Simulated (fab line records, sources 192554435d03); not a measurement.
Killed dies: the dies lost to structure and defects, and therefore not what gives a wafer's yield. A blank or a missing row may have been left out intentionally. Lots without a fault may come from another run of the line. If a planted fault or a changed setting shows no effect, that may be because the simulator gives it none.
fab line records -- flow n5_finfet -- part 2 of 2: steps 5 to 6 of 6
[record] lots = 23, wafers = 69, last_day = 17
route steps=1938 shown FIN_CUT@167 STI_FIN_REVEAL@184 DUMMY_GATE@218
lots that met no fault: from a run of the same line without faults
start_h: hours from the record's opening day to when the first of the lot's shown wafers began -- wait_h: hours since the lot's step before -- " repeats the value in the row above -- L1.1+2: a single row standing in for several wafers -- - either no value or no given start -- * or withheld: withheld -- < > ~ a bound
route shown NAME@n: names a module that has steps shown in the file, with the first one's number in the route -- usual: the fault-free wafers' mean and standard deviation -- same: alike in all rows -- chamber/n: place in a boat -- sites: the reading at each site -- _std_site: their standard deviation -- _edge_site: the outer-site mean with the inner-site mean subtracted -- radius_mm: for every site, how far away it sits from the centre of the wafer -- mask NAME#n: copy n -- behind: tool/chamber where the wafer was last shaped -- hold: cause of the lot's hold/its duration in hours/its outcome -- device: which transistor (n, p or np) failed to switch -- end of line: tests run on the same wafers once the route is complete -- a step without rows: its recipe alone -- killed: dies that structure and defects cost at the first sort, which is not the same as the wafer's yield -- map: per-die view of a wafer (x killed, . not killed, _ where there is no die)
set.NAME: setting as actually run; set.NAME@STEP: the setting as run at that earlier step -- model.NAME: the simulator's own value behind a step, which no gauge read
a sample of lots followed through the steps of the route, with each step as a table and each wafer as a row
services: when a tool's chamber went out of use (start_h, in hours from the record's first day, below 0 if earlier), for how many hours, and the reason
[[steps]]
[step N5_DUMMY_GATE_ETCH_29]
[recipe] chemistry = N2/H2, target = underlayer, target_depth_a = 130, ion_energy_ev = 200, pressure_mtorr = 30, source_w = 840, bias_w = 150, n2_flow_sccm = 200, h2_flow_sccm = 200
[usual] drypump_motor_current_A = 5.77/0.25, oes_product_au = 0.79/0.092, rf_fwd_power_W = 831/3.7, rf_vpp_V = 524.1/2.4, showerhead_plenum_p_Torr = 2.55/0.083, throttle_valve_pct = 17.94/0.22
lot.wafer,tool,chamber,start_h,wait_h,drypump_motor_current_A,oes_product_au,rf_fwd_power_W,rf_hours_counter_h,rf_vpp_V,showerhead_plenum_p_Torr,throttle_valve_pct
L075.2,rie_diel-06,0,52.55,0.0,5.85,0.78,827,113,523.9,2.54,18.00
L075.3,rie_diel-06,1,52.55,0.0,5.93,0.76,832,131,525.6,2.67,17.95
L075.6,rie_diel-06,2,52.55,0.0,5.55,0.72,828,-,523.1,2.55,17.90
L076.2,rie_diel-05,2,60.11,0.1,5.60,0.95,837,21,527.5,2.59,17.66
L076.5,rie_diel-05,2,60.11,0.1,5.57,0.95,833,-,524.4,2.59,17.65
L076.6,rie_diel-05,3,60.11,0.1,6.14,0.67,831,-,519.8,2.40,18.39
L077.1,rie_diel-05,2,66.26,0.0,5.60,0.94,836,24,524.4,2.59,17.66
L077.2,rie_diel-05,3,66.26,0.0,6.14,0.67,834,233,519.7,2.40,18.40
L077.5,rie_diel-05,3,66.26,0.0,6.13,0.66,833,-,520.2,2.40,18.41
L078.2,rie_diel-05,2,68.77,0.0,5.59,0.94,837,25,524.4,2.59,17.66
L078.4,rie_diel-05,3,68.77,0.0,6.08,0.67,836,234,519.2,2.40,18.40
L078.6,rie_diel-05,1,68.77,0.0,5.75,0.77,827,-,523.0,2.54,17.54
L079.1,rie_diel-06,1,75.37,0.0,5.95,0.77,828,139,526.6,2.66,17.97
L079.2,rie_diel-06,0,75.37,0.0,5.83,0.76,827,120,524.1,2.54,18.01
L079.4,rie_diel-06,3,75.37,0.0,5.78,0.98,830,6,525.4,2.61,18.00
L080.2,rie_diel-06,3,82.07,0.0,5.77,0.98,827,8,525.5,2.61,17.99
L080.3,rie_diel-06,1,82.07,0.0,5.94,0.76,825,141,527.8,2.66,17.96
L080.6,rie_diel-06,3,82.07,0.0,5.78,0.97,830,-,525.5,2.61,17.99
L081.1,rie_diel-06,0,87.64,0.0,5.85,0.75,826,124,523.8,2.53,18.02
L081.3,rie_diel-06,3,87.64,0.0,5.82,0.97,831,11,526.0,2.61,18.01
L081.6,rie_diel-06,3,87.64,0.0,5.78,0.96,829,-,525.8,2.61,17.99
L082.2,rie_diel-05,2,96.17,0.0,5.58,0.92,837,33,526.6,2.59,17.68
L082.3,rie_diel-05,1,96.17,0.0,5.73,0.76,826,134,523.9,2.54,17.53
L082.6,rie_diel-05,0,96.17,0.0,5.84,0.81,832,-,522.3,2.45,17.93
L083.3,rie_diel-05,2,102.94,0.0,5.60,0.92,834,34,524.9,2.59,17.68
L083.4,rie_diel-05,1,102.94,0.0,5.75,0.76,829,136,524.6,2.54,17.52
L083.5,rie_diel-05,1,102.94,0.0,5.75,0.75,827,-,524.4,2.54,17.53
L084.1,rie_diel-06,1,106.43,0.0,5.93,0.76,830,149,527.8,2.66,17.98
L084.2,rie_diel-06,3,106.43,0.0,5.79,0.95,832,16,525.6,2.60,17.99
L084.4,rie_diel-06,2,106.43,0.0,5.54,0.71,826,187,521.6,2.54,17.90
L086.2,rie_diel-06,1,118.06,0.0,5.96,0.76,834,152,526.3,2.66,17.98
L086.3,rie_diel-06,3,118.06,0.0,5.77,0.95,833,20,525.0,2.60,18.01
L086.4,rie_diel-06,0,118.06,0.0,5.85,0.76,831,133,524.4,2.53,18.04
L085.1,rie_diel-06,2,119.67,0.0,5.52,0.70,831,191,522.5,2.54,17.92
L085.4,rie_diel-06,0,119.67,0.0,5.86,0.74,825,133,524.8,2.53,18.04
L085.5,rie_diel-06,1,119.67,0.0,5.90,0.75,829,-,526.9,2.66,17.98
L087.4,rie_diel-03,0,126.78,0.0,5.38,0.72,833,-,523.6,2.54,18.15
L087.5,rie_diel-03,3,126.78,0.0,5.25,0.76,833,-,523.6,2.54,18.03
L087.6,rie_diel-03,1,126.78,0.0,6.24,0.74,834,-,520.7,2.43,18.07
L088.2,rie_diel-06,3,130.43,0.0,5.81,0.93,833,23,526.5,2.60,18.04
L088.4,rie_diel-06,2,130.43,0.0,5.52,0.70,828,194,523.9,2.54,17.91
L088.6,rie_diel-06,0,130.43,0.0,5.83,0.74,832,-,522.9,2.53,18.03
L089.2,rie_diel-05,2,135.59,0.0,5.59,0.91,840,44,525.0,2.58,17.69
L089.3,rie_diel-05,0,135.59,0.0,5.84,0.80,835,129,524.4,2.44,17.95
L089.6,rie_diel-05,2,135.59,0.0,5.58,0.91,832,-,524.5,2.58,17.69
L090.4,rie_diel-06,3,143.53,0.0,5.76,0.93,827,28,525.2,2.60,18.03
L090.5,rie_diel-06,3,143.53,0.0,5.79,0.92,833,-,525.2,2.60,18.03
L090.6,rie_diel-06,2,143.53,0.0,5.53,0.69,827,-,522.4,2.53,17.92
L091.1,rie_diel-03,1,149.41,0.0,6.23,0.73,831,180,520.7,2.43,18.11
L091.4,rie_diel-03,0,149.41,0.0,5.36,0.71,832,-,523.3,2.53,18.16
L091.5,rie_diel-03,1,149.41,0.0,6.24,0.73,833,-,520.7,2.43,18.09
L092.1,rie_diel-06,1,155.80,0.0,5.92,0.75,832,164,527.0,2.65,18.01
L092.2,rie_diel-06,0,155.80,0.0,5.83,0.73,828,145,523.7,2.53,18.05
L092.4,rie_diel-06,3,155.80,0.0,5.75,0.92,827,31,525.1,2.60,18.03
L093.1,rie_diel-05,2,160.93,0.0,5.59,0.90,834,50,524.9,2.58,17.69
L093.3,rie_diel-05,0,160.93,0.0,5.84,0.79,834,138,520.7,2.44,17.97
L093.4,rie_diel-05,1,160.93,0.0,5.75,0.74,827,155,523.9,2.53,17.57
L094.4,rie_diel-03,2,165.40,0.0,5.54,0.95,835,1,527.9,2.72,17.68
L094.5,rie_diel-03,1,165.40,0.0,6.21,0.72,833,-,520.2,2.43,18.11
L094.6,rie_diel-03,0,165.40,0.0,5.37,0.71,836,-,521.8,2.53,18.18
L095.2,rie_diel-05,0,170.91,0.0,5.86,0.78,834,142,520.6,2.44,17.98
L095.3,rie_diel-05,1,170.91,0.0,5.74,0.75,828,158,523.4,2.53,17.56
L095.5,rie_diel-05,3,170.91,0.0,6.13,0.90,838,-,528.4,2.71,17.98
L096.1,rie_diel-03,1,178.39,0.0,6.23,0.72,826,191,520.9,2.43,18.10
L096.2,rie_diel-03,2,178.39,0.0,5.56,0.94,834,6,529.2,2.72,17.69
L096.3,rie_diel-03,0,178.39,0.0,5.38,0.71,837,198,523.4,2.53,18.18
L097.3,rie_diel-03,2,183.63,0.0,5.52,0.93,832,7,528.9,2.72,17.67
L097.4,rie_diel-03,1,183.63,0.0,6.23,0.72,831,192,520.7,2.42,18.12
L097.6,rie_diel-03,2,183.63,0.0,5.56,0.93,833,-,528.7,2.72,17.68
[step N5_DUMMY_GATE_ETCH_42]
[recipe] chemistry = CHF3/O2, target = SiO2, target_depth_a = 35, time_s = 31, ion_energy_ev = 30, bias_w = 12, pressure_mtorr = 30, source_w = 600, Ar_flow_sccm = 200, CHF3_flow_sccm = 50, O2_flow_sccm = 5
[usual] drypump_motor_current_A = 5.74/0.27, oes_product_au = 0.77/0.083, rf_fwd_power_W = 594.9/2.3, rf_vpp_V = 42.5/0.98, showerhead_plenum_p_Torr = 2.41/0.066, throttle_valve_pct = 18.86/0.19
lot.wafer,tool,chamber,start_h,wait_h,drypump_motor_current_A,oes_product_au,rf_fwd_power_W,rf_hours_counter_h,rf_vpp_V,showerhead_plenum_p_Torr,throttle_valve_pct
L075.2,rie_diel-03,1,53.40,0.0,6.24,0.75,594.0,148,43.6,2.32,18.90
L075.3,rie_diel-03,0,53.40,0.0,5.40,0.75,598.7,155,43.9,2.40,18.82
L075.6,rie_diel-03,1,53.40,0.0,6.26,0.75,594.3,-,42.3,2.32,18.91
L076.2,rie_diel-06,3,61.07,0.0,5.78,1.01,594.8,2,41.9,2.47,18.90
L076.5,rie_diel-06,0,61.07,0.0,5.83,0.77,592.2,-,43.0,2.42,18.99
L076.6,rie_diel-06,3,61.07,0.0,5.80,1.00,593.8,-,40.8,2.47,18.90
L077.1,rie_diel-05,2,67.30,0.2,5.60,0.93,597.7,24,42.6,2.46,18.59
L077.2,rie_diel-05,3,67.30,0.2,6.14,0.67,594.1,233,42.5,2.29,19.26
L077.5,rie_diel-05,1,67.30,0.2,5.74,0.76,594.2,-,44.0,2.40,18.37
L078.2,rie_diel-06,1,69.76,0.0,5.92,0.76,594.9,138,43.8,2.52,18.86
L078.4,rie_diel-06,0,69.76,0.0,5.82,0.76,593.3,119,41.4,2.42,18.98
L078.6,rie_diel-06,1,69.76,0.0,5.91,0.76,598.5,-,42.5,2.52,18.84
L079.1,rie_diel-05,1,76.60,0.0,5.73,0.76,592.2,129,44.0,2.40,18.37
L079.2,rie_diel-05,2,76.60,0.0,5.60,0.91,595.9,27,42.7,2.46,18.58
L079.4,rie_diel-05,0,76.60,0.0,5.83,0.80,599.1,113,42.8,2.33,18.95
L080.2,rie_diel-06,3,83.08,0.2,5.78,0.97,596.0,9,41.6,2.47,18.92
L080.3,rie_diel-06,1,83.08,0.2,5.90,0.76,593.8,142,42.6,2.51,18.86
L080.6,rie_diel-06,0,83.08,0.2,5.84,0.76,591.6,-,42.4,2.42,18.99
L081.1,rie_diel-05,3,88.57,0.1,6.15,0.66,597.1,240,44.3,2.28,19.29
L081.3,rie_diel-05,2,88.57,0.1,5.59,0.90,597.5,31,43.0,2.46,18.60
L081.6,rie_diel-05,1,88.57,0.1,5.74,0.75,589.3,-,41.5,2.40,18.38
L082.2,rie_diel-05,1,97.30,0.0,5.71,0.75,594.3,135,43.2,2.40,18.39
L082.3,rie_diel-05,0,97.30,0.0,5.85,0.79,595.7,119,44.3,2.33,18.99
L082.6,rie_diel-05,0,97.30,0.0,5.83,0.80,595.1,-,43.0,2.33,18.97
L083.3,rie_diel-03,1,103.79,0.0,6.25,0.74,595.4,162,43.9,2.31,18.92
L083.4,rie_diel-03,0,103.79,0.0,5.35,0.73,596.7,-,43.4,2.39,18.85
L083.5,rie_diel-03,1,103.79,0.0,6.25,0.74,594.2,-,43.3,2.31,18.91
L084.1,rie_diel-03,1,107.72,0.5,6.23,0.74,597.4,164,42.9,2.31,18.93
L084.2,rie_diel-03,0,107.72,0.5,5.39,0.73,595.7,171,43.5,2.39,18.85
L084.4,rie_diel-03,1,107.72,0.5,6.23,0.73,595.1,-,41.6,2.31,18.92
L086.2,rie_diel-06,0,118.91,0.0,5.83,0.74,591.8,133,40.0,2.42,19.00
L086.3,rie_diel-06,2,118.91,0.0,5.52,0.71,593.5,191,41.1,2.38,18.63
L086.4,rie_diel-06,3,118.91,0.0,5.80,0.94,595.2,20,42.7,2.46,18.94
L085.1,rie_diel-06,3,120.53,0.0,5.80,0.94,594.4,21,41.4,2.46,18.93
L085.4,rie_diel-06,2,120.53,0.0,5.52,0.71,594.2,192,41.9,2.38,18.62
L085.5,rie_diel-06,3,120.53,0.0,5.81,0.93,594.2,-,42.2,2.46,18.93
L087.4,rie_diel-03,0,127.72,0.1,5.38,0.73,598.5,-,41.4,2.39,18.85
L087.5,rie_diel-03,3,127.72,0.1,5.25,0.77,596.0,-,42.2,2.42,18.90
L087.6,rie_diel-03,1,127.72,0.1,6.23,0.73,593.2,-,43.4,2.31,18.94
L088.2,rie_diel-05,2,131.29,0.0,5.60,0.89,595.8,43,43.4,2.45,18.61
L088.4,rie_diel-05,0,131.29,0.0,5.84,0.79,595.0,-,42.3,2.32,19.01
L088.6,rie_diel-05,1,131.29,0.0,5.76,0.74,594.7,-,44.9,2.40,18.40
L089.2,rie_diel-03,1,136.61,0.1,6.23,0.73,596.3,174,43.8,2.31,18.96
L089.3,rie_diel-03,0,136.61,0.1,5.36,0.72,597.4,182,42.9,2.39,18.86
L089.6,rie_diel-03,0,136.61,0.1,5.38,0.72,595.4,-,42.0,2.39,18.86
L090.4,rie_diel-06,0,144.38,0.0,5.83,0.73,595.0,142,42.1,2.41,19.01
L090.5,rie_diel-06,1,144.38,0.0,5.91,0.74,596.1,-,43.6,2.51,18.87
L090.6,rie_diel-06,0,144.38,0.0,5.82,0.74,592.0,-,40.2,2.41,19.03
L091.1,rie_diel-06,2,150.26,0.0,5.49,0.70,591.7,200,42.8,2.38,18.62
L091.4,rie_diel-06,0,150.26,0.0,5.83,0.74,593.9,144,42.6,2.41,19.02
L091.5,rie_diel-06,0,150.26,0.0,5.83,0.74,592.4,-,41.7,2.41,19.03
L092.1,rie_diel-06,3,156.71,0.1,5.79,0.92,595.1,31,42.6,2.46,18.97
L092.2,rie_diel-06,1,156.71,0.1,5.92,0.74,590.6,164,42.6,2.51,18.90
L092.4,rie_diel-06,0,156.71,0.1,5.85,0.73,594.7,145,41.7,2.41,19.03
L093.1,rie_diel-06,0,162.00,0.0,5.83,0.73,594.5,147,41.7,2.41,19.04
L093.3,rie_diel-06,3,162.00,0.0,5.77,0.92,596.8,33,41.4,2.46,18.96
L093.4,rie_diel-06,2,162.00,0.0,5.55,0.69,595.6,203,42.4,2.38,18.67
L094.4,rie_diel-06,3,166.50,0.3,5.81,0.91,595.7,34,43.0,2.46,18.96
L094.5,rie_diel-06,2,166.50,0.3,5.52,0.69,594.0,-,41.7,2.37,18.65
L094.6,rie_diel-06,3,166.50,0.3,5.82,0.92,596.5,-,40.0,2.46,18.96
L095.2,rie_diel-03,3,171.93,0.0,5.23,0.74,592.7,177,42.8,2.42,18.94
L095.3,rie_diel-03,0,171.93,0.0,5.41,0.71,596.1,197,43.5,2.38,18.89
L095.5,rie_diel-03,0,171.93,0.0,5.37,0.71,596.5,-,41.7,2.38,18.89
L096.1,rie_diel-06,2,179.55,0.1,5.53,0.69,594.1,208,41.1,2.37,18.64
L096.2,rie_diel-06,1,179.55,0.1,5.94,0.73,593.1,171,43.9,2.50,18.90
L096.3,rie_diel-06,0,179.55,0.1,5.82,0.74,594.2,152,41.3,2.41,19.04
L097.3,rie_diel-06,1,184.77,0.1,5.90,0.73,599.4,173,42.3,2.50,18.91
L097.4,rie_diel-06,3,184.77,0.1,5.80,0.91,596.5,39,41.1,2.46,18.97
L097.6,rie_diel-06,3,184.77,0.1,5.78,0.90,595.8,-,41.7,2.46,18.97
[[services]]
tool,chamber,start_h,hours,kind
cmp-01,-,11.28,1.0,repair
rie_diel-06,-,16.29,2.8,pm
cmp-01,-,17.32,4.9,pm
rie_diel-05,-,23.95,0.3,repair
rie_diel-03,2,25.30,3.7,repair
rie_diel-03,-,29.07,2.4,repair
rie_diel-03,2,33.91,5.2,repair
ald_sin-03,-,37.49,6.0,pm
ald_sin-02,2,37.51,3.5,repair
rie_diel-05,1,55.98,6.4,repair
rie_diel-05,0,58.55,9.7,repair
ald_sin-02,-,70.28,0.8,pm
rie_diel-03,-,76.83,0.6,repair
rie_diel-06,2,78.81,9.3,repair
cmp-02,-,79.13,3.5,pm
cmp-01,-,81.12,1.2,repair
cmp-02,-,91.49,1.4,repair
ald_sin-02,1,93.30,6.1,repair
rie_diel-03,2,100.80,22.0,repair
rie_diel-06,1,113.13,2.7,repair
rie_diel-05,2,147.57,7.4,repair
cmp-01,-,165.80,0.3,repair
ald_sin-02,0,181.20,4.4,repair
cmp-01,-,182.22,4.0,pm
